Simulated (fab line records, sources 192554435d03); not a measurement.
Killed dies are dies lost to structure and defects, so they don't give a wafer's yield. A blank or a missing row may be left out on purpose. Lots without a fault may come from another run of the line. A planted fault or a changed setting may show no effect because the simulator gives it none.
Split-lot experiment | flow n5_finfet | 7 lots, 21 wafers read, on a route of 1938 steps

THE SPLIT
At N5_BEOL_M13_SPUTTER_43 (material TaN, target thk 15 nm, time 24.19 s), the setting time_s was moved away from the recipe's 24.19 s on 7 of the 21 wafers read, by -10.2% to +8.9%. The other wafers ran this setting at the recipe's value.

The reading is taken at the split's own step.

THE READING
TaN_of_BEOL_M13_SPUTTER_43.thk_nm (the simulator's own value, which no gauge read), in nm, at N5_BEOL_M13_SPUTTER_43 (material TaN, target thk 15 nm, time 24.19 s). The file gives no usual value for it. The 14 wafers here that ran the recipe average 14.9 nm, standard deviation 0.12 nm.

wafer  | tool, chamber at the split | time_s as run, s | against the recipe | TaN_of_BEOL_M13_SPUTTER_43.thk_nm, nm | against lot-mates on the recipe
L077.1 | pvd_sputter-01, -          | 24.19            | recipe             | 14.8                                  | -
L077.3 | pvd_sputter-01, -          | 26.35            | +8.9%              | 16.2                                  | +1.4
L077.4 | pvd_sputter-01, -          | 26.35            | +8.9%              | 16.2                                  | +1.4
L081.3 | pvd_sputter-03, -          | 24.19            | recipe             | 15                                    | -
L081.5 | pvd_sputter-03, -          | 23.09            | -4.5%              | 14.2                                  | -0.8
L081.6 | pvd_sputter-03, -          | 23.09            | -4.5%              | 14.4                                  | -0.6
L088.1 | pvd_sputter-02, -          | 24.19            | recipe             | 14.8                                  | -
L088.5 | pvd_sputter-02, -          | 24.19            | recipe             | 14.8                                  | -
L088.3 | pvd_sputter-02, -          | 24.19            | recipe             | 15                                    | -
L090.1 | pvd_sputter-01, -          | 24.19            | recipe             | 15                                    | -
L090.4 | pvd_sputter-01, -          | 24.19            | recipe             | 15                                    | -
L090.5 | pvd_sputter-01, -          | 24.19            | recipe             | 15                                    | -
L091.3 | pvd_sputter-03, -          | 24.19            | recipe             | 15                                    | -
L091.4 | pvd_sputter-03, -          | 24.19            | recipe             | 14.8                                  | -
L091.6 | pvd_sputter-03, -          | 24.19            | recipe             | 14.8                                  | -
L095.3 | pvd_sputter-01, -          | 21.72            | -10.2%             | 13                                    | -1.8
L095.4 | pvd_sputter-01, -          | 24.19            | recipe             | 15                                    | -
L095.6 | pvd_sputter-01, -          | 24.19            | recipe             | 14.6                                  | -
L096.1 | pvd_sputter-03, -          | 25.26            | +4.4%              | 15.6                                  | +0.8
L096.4 | pvd_sputter-03, -          | 24.19            | recipe             | 14.8                                  | -
L096.5 | pvd_sputter-03, -          | 25.26            | +4.4%              | 15.4                                  | +0.6

THE FIT
A straight line over all 21 wafers: TaN_of_BEOL_M13_SPUTTER_43.thk_nm changes by +0.156 nm for each +1% of time_s; r = +0.98; the points scatter about the line by 0.14 nm.
The same after taking each lot's own level away (the mean of its wafers on the recipe; 21 wafers): +0.163 nm for each +1%; r = +0.99; scatter 0.1 nm.
On that fit, the largest move of time_s shifts the reading by 1.7 nm.
The lots' own levels span 14.80 to 15.00 nm, that is 1.6 times the standard deviation above.
So the lot-to-lot level changes the slope little: the two slopes agree.
Check: with one of the wafers moved furthest among these (-10.2%) left out of the fit, the line predicts -1.59 nm for it against its lot-mates. It came out at -1.8 nm against them.

OTHER SPLITS ON THESE WAFERS
These wafers also went through other splits before the reading. Each is held against what the fit with the lots' levels taken away leaves over:
other split on the same wafers    | wafers away from the commonest value | r with TaN_of_BEOL_M13_SPUTTER_43.thk_nm (lot level and that fit taken away)
N5_BEOL_M10_TRENCH_ETCH_37 time_s | 4                                    | +0.12
N5_BEOL_M11_ETCH_62 bias_w        | 6                                    | -0.18

THE FILE'S OWN FIT
TaN_of_BEOL_M13_SPUTTER_43.thk_nm changes by +0.166 nm for each +1% of time_s, r = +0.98.
